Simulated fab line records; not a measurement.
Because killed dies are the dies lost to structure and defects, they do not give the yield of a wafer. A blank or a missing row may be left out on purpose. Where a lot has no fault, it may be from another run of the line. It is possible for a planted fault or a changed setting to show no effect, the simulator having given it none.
Matching of chambers	flow n5_finfet	rie_diel-06 running N5_BEOL_M5_STRIP_64: 4 sister chambers
The step strips in CF4. 4 wafers are shown with their chamber, then 9 later ones without.

## WAFERS WITH THEIR CHAMBER
wafer	chamber	drypump_motor_current_A (A)
L081.4	0	5.8
L081.5	1	6.6
L082.3	3	5.9
L082.6	2	5.6

## WAFERS MISSING THEIR CHAMBER
wafer	drypump_motor_current_A (A)
L084.4	5.8
L084.5	5.9
L084.6	5.8
L086.1	5.9
L086.2	5.6
L086.6	5.6
L087.1	5.9
L087.2	5.7
L087.3	6.6

## EACH ONE'S CHAMBER
wafer	from the rows above	in truth
L084.4	0	0
L084.5	3	3
L084.6	0	0
L086.1	3	3
L086.2	2	2
L086.6	2	2
L087.1	3	3
L087.2	can't be placed: 0 or 2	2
L087.3	1	1
8 of 9 placed correctly. Can't be placed from these rows: 1 (the true chamber is among the candidates in 1). 0 placed wrongly.
How it was worked out, from the rows above alone: a wafer's distance from a chamber is the root of the sum, over the readings, of the square of ((its reading less the chamber's mean) divided by the reading's scatter). The wafer belongs to the nearest chamber; if the next one is less than 2 further off, it can't be placed. The mean given for a chamber averages the wafers shown for that chamber. The scatter: with one shown wafer a chamber, the root of the mean of the squares of how far each hidden wafer lies from its nearest shown one.
